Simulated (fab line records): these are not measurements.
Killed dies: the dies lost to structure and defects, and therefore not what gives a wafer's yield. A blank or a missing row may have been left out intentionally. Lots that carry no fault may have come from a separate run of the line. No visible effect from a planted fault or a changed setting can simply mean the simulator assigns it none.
Split-lot study + flow n5Finfet + on a route of 1938 steps: 7 lots, 39 wafers read

## THE SPLIT
At N5_SD_EPI_P_ETCH_16 (etches SiO2 in CHF3/O2, target depth 5 nm), the setting targetDepthA was moved away from the recipe's 50 angstrom on 18 of the 39 wafers read, by -10.0% to +12.0%. This setting was run at the recipe's value on the other wafers.

The split's own step is where the reading is taken.

## THE READING
etch.depthNm (the simulator's own value, which no gauge read), in nm, at N5_SD_EPI_P_ETCH_16 (etches SiO2 in CHF3/O2, target depth 5 nm). The file gives no usual value for it. Across the 21 wafers here that went through the recipe, the average is 4.998 nm and the standard deviation 0.06 nm.

| wafer  | tool, chamber at the split | targetDepthA as run, angstrom | against the recipe | etch.depthNm, nm | against lot-mates on the recipe |
|--------|----------------------------|-------------------------------|--------------------|------------------|---------------------------------|
| L075.1 | rieDiel-03, 0              | 45.82                         | -8.4%              | 4.507            | -0.495                          |
| L075.2 | rieDiel-03, 3              | 45.82                         | -8.4%              | 4.535            | -0.467                          |
| L075.3 | rieDiel-03, 2              | 50                            | recipe             | 4.939            | -                               |
| L075.4 | rieDiel-03, 1              | 50                            | recipe             | 5.097            | -                               |
| L075.5 | rieDiel-03, 3              | 50                            | recipe             | 4.97             | -                               |
| L075.6 | rieDiel-03, 2              | 45.82                         | -8.4%              | 4.544            | -0.458                          |
| L078.1 | rieDiel-03, 1              | 55.87                         | +11.7%             | 5.684            | +0.676                          |
| L078.2 | rieDiel-03, 3              | 55.87                         | +11.7%             | 5.561            | +0.553                          |
| L078.3 | rieDiel-03, 0              | 50                            | recipe             | 4.941            | -                               |
| L078.4 | rieDiel-03, 2              | 50                            | recipe             | 5.004            | -                               |
| L078.5 | rieDiel-03, 2              | 55.87                         | +11.7%             | 5.594            | +0.586                          |
| L078.6 | rieDiel-03, 1              | 50                            | recipe             | 5.078            | -                               |
| L083.1 | rieDiel-02, 0              | 45.02                         | -10.0%             | 4.417            | -0.577                          |
| L083.2 | rieDiel-02, 3              | 45.02                         | -10.0%             | 4.552            | -0.442                          |
| L083.3 | rieDiel-02, 1              | 50                            | recipe             | 5.018            | -                               |
| L083.4 | rieDiel-02, 2              | 50                            | recipe             | 4.97             | -                               |
| L083.5 | rieDiel-02, 2              | 45.02                         | -10.0%             | 4.515            | -0.479                          |
| L083.6 | rieDiel-02, 3              | 50                            | recipe             | 4.993            | -                               |
| L089.1 | rieDiel-06, 0              | 55.07                         | +10.1%             | 5.621            | +0.583                          |
| L089.2 | rieDiel-06, 2              | 50                            | recipe             | 5.052            | -                               |
| L089.3 | rieDiel-06, 1              | 55.07                         | +10.1%             | 5.366            | +0.328                          |
| L089.4 | rieDiel-06, 3              | 55.07                         | +10.1%             | 5.578            | +0.540                          |
| L089.5 | rieDiel-06, 3              | 50                            | recipe             | 5.038            | -                               |
| L089.6 | rieDiel-06, 0              | 50                            | recipe             | 5.023            | -                               |
| L090.1 | rieDiel-03, 3              | 50                            | recipe             | 4.989            | -                               |
| L090.2 | rieDiel-03, 0              | 50                            | recipe             | 4.964            | -                               |
| L090.3 | rieDiel-03, 2              | 50                            | recipe             | 5.012            | -                               |
| L090.4 | rieDiel-03, 1              | 55.99                         | +12.0%             | 5.646            | +0.658                          |
| L090.5 | rieDiel-03, 3              | 55.99                         | +12.0%             | 5.545            | +0.557                          |
| L090.6 | rieDiel-03, 0              | 55.99                         | +12.0%             | 5.578            | +0.590                          |
| L093.4 | rieDiel-06, 1              | 50                            | recipe             | 4.928            | -                               |
| L093.5 | rieDiel-06, 2              | 50                            | recipe             | 5.042            | -                               |
| L093.6 | rieDiel-06, 1              | 50                            | recipe             | 4.9              | -                               |
| L095.1 | rieDiel-06, 3              | 48.3                          | -3.4%              | 4.852            | -0.147                          |
| L095.2 | rieDiel-06, 2              | 48.3                          | -3.4%              | 4.825            | -0.174                          |
| L095.3 | rieDiel-06, 1              | 48.3                          | -3.4%              | 4.687            | -0.312                          |
| L095.4 | rieDiel-06, 0              | 50                            | recipe             | 5.061            | -                               |
| L095.5 | rieDiel-06, 1              | 50                            | recipe             | 4.862            | -                               |
| L095.6 | rieDiel-06, 0              | 50                            | recipe             | 5.075            | -                               |

FIT RESULTS
A straight line over all 39 wafers: etch.depthNm changes by +0.052 nm for each +1% of targetDepthA; r = +0.98; the points scatter about the line by 0.066 nm.
The same after taking each lot's own level away (the mean of its wafers on the recipe; 39 wafers): +0.0513 nm for each +1%; r = +0.98; scatter 0.065 nm.
Per that fit: largest targetDepthA move, reading shift of 0.61 nm.
The span of the lots' own levels, 4.9567 to 5.0377 nm, comes to 1.3 times the standard deviation stated above.
Hence the lot-to-lot level has little effect on the slope; both slopes agree.
Check: for one of the wafers moved furthest among these (+12.0%), held out of the fit, the line's prediction against its lot-mates is +0.6 nm. Against them it came out at +0.658 nm.

## THESE WAFERS: OTHER SPLITS
Note: prior to the reading, these wafers also went through further splits. Each is held against what the fit with the lots' levels taken away leaves over:
| other split on the same wafers | wafers away from the commonest value | r with etch.depthNm (lot level and that fit taken away) |
|--------------------------------|--------------------------------------|---------------------------------------------------------|
| N5_DUMMY_GATE_ETCH_32 timeS    | 9                                    | -0.09                                                   |
| N5_SD_EPI_N_EXPOSE_06 doseMj   | 15                                   | -0.03                                                   |

## THE FILE'S OWN FIT
etch.depthNm changes by +0.0511 nm for each +1% of targetDepthA, r = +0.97.
